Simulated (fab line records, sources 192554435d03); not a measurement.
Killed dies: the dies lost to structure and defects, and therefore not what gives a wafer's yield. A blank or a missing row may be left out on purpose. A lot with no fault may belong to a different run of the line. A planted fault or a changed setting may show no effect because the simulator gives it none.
Matching of chambers :: flow n5-finfet :: rie-diel-04 running N5_BEOL_M5_ETCH_62: 4 sister chambers
The step etches SOC in N2/H2, target depth 75 nm, overetch 15 nm, time 112.5 s. 8 wafers are shown with their chamber, then 12 later ones without.

== WAFERS PAIRED WITH THEIR CHAMBERS ==
wafer: L084.5
chamber: 1
drypump-motor-current-A (A): 5.5
showerhead-plenum-p-Torr (Torr): 2.59

wafer: L084.6
chamber: 0
drypump-motor-current-A (A): 6.0
showerhead-plenum-p-Torr (Torr): 2.45

wafer: L086.2
chamber: 3
drypump-motor-current-A (A): 4.9
showerhead-plenum-p-Torr (Torr): 2.52

wafer: L086.3
chamber: 0
drypump-motor-current-A (A): 6.0
showerhead-plenum-p-Torr (Torr): 2.45

wafer: L086.5
chamber: 3
drypump-motor-current-A (A): 4.9
showerhead-plenum-p-Torr (Torr): 2.52

wafer: L087.3
chamber: 2
drypump-motor-current-A (A): 4.9
showerhead-plenum-p-Torr (Torr): 2.48

wafer: L087.5
chamber: 1
drypump-motor-current-A (A): 5.5
showerhead-plenum-p-Torr (Torr): 2.58

wafer: L087.6
chamber: 2
drypump-motor-current-A (A): 4.8
showerhead-plenum-p-Torr (Torr): 2.48

== WAFERS WITH NO CHAMBER GIVEN ==
wafer: L089.1
drypump-motor-current-A (A): 5.6
showerhead-plenum-p-Torr (Torr): 2.58

wafer: L089.3
drypump-motor-current-A (A): 4.9
showerhead-plenum-p-Torr (Torr): 2.51

wafer: L089.6
drypump-motor-current-A (A): 4.9
showerhead-plenum-p-Torr (Torr): 2.51

wafer: L091.1
drypump-motor-current-A (A): 5.5
showerhead-plenum-p-Torr (Torr): 2.58

wafer: L091.3
drypump-motor-current-A (A): 4.9
showerhead-plenum-p-Torr (Torr): 2.51

wafer: L091.4
drypump-motor-current-A (A): 4.8
showerhead-plenum-p-Torr (Torr): 2.48

wafer: L094.2
drypump-motor-current-A (A): 6.1
showerhead-plenum-p-Torr (Torr): 2.45

wafer: L094.3
drypump-motor-current-A (A): 4.9
showerhead-plenum-p-Torr (Torr): 2.48

wafer: L094.6
drypump-motor-current-A (A): 5.6
showerhead-plenum-p-Torr (Torr): 2.58

wafer: L097.1
drypump-motor-current-A (A): 4.8
showerhead-plenum-p-Torr (Torr): 2.47

wafer: L097.2
drypump-motor-current-A (A): 4.9
showerhead-plenum-p-Torr (Torr): 2.51

wafer: L097.5
drypump-motor-current-A (A): 6.0
showerhead-plenum-p-Torr (Torr): 2.44

== WHICH CHAMBER EACH ONE RAN IN ==
wafer: L089.1
from the rows above: 1
in truth: 1

wafer: L089.3
from the rows above: 3
in truth: 3

wafer: L089.6
from the rows above: 3
in truth: 3

wafer: L091.1
from the rows above: 1
in truth: 1

wafer: L091.3
from the rows above: 3
in truth: 3

wafer: L091.4
from the rows above: 2
in truth: 2

wafer: L094.2
from the rows above: 0
in truth: 0

wafer: L094.3
from the rows above: 2
in truth: 2

wafer: L094.6
from the rows above: 1
in truth: 1

wafer: L097.1
from the rows above: 2
in truth: 2

wafer: L097.2
from the rows above: 3
in truth: 3

wafer: L097.5
from the rows above: 0
in truth: 0
Correctly placed: 12 of 12. From these rows, 0 cannot be placed. 0 placed wrongly.
How it was worked out, from the rows above alone: a wafer's distance from a chamber is the root of the sum, over the readings, of the square of ((its reading less the chamber's mean) divided by the reading's scatter). If the next closest chamber is less than 2 further off than the closest, the wafer can't be placed; otherwise it belongs to the closest. The mean given for a chamber averages the wafers shown for that chamber. The scatter: take each reading less its chamber's mean, square it, sum over the shown wafers, divide by the number of wafers less the number of chambers, and take the root.
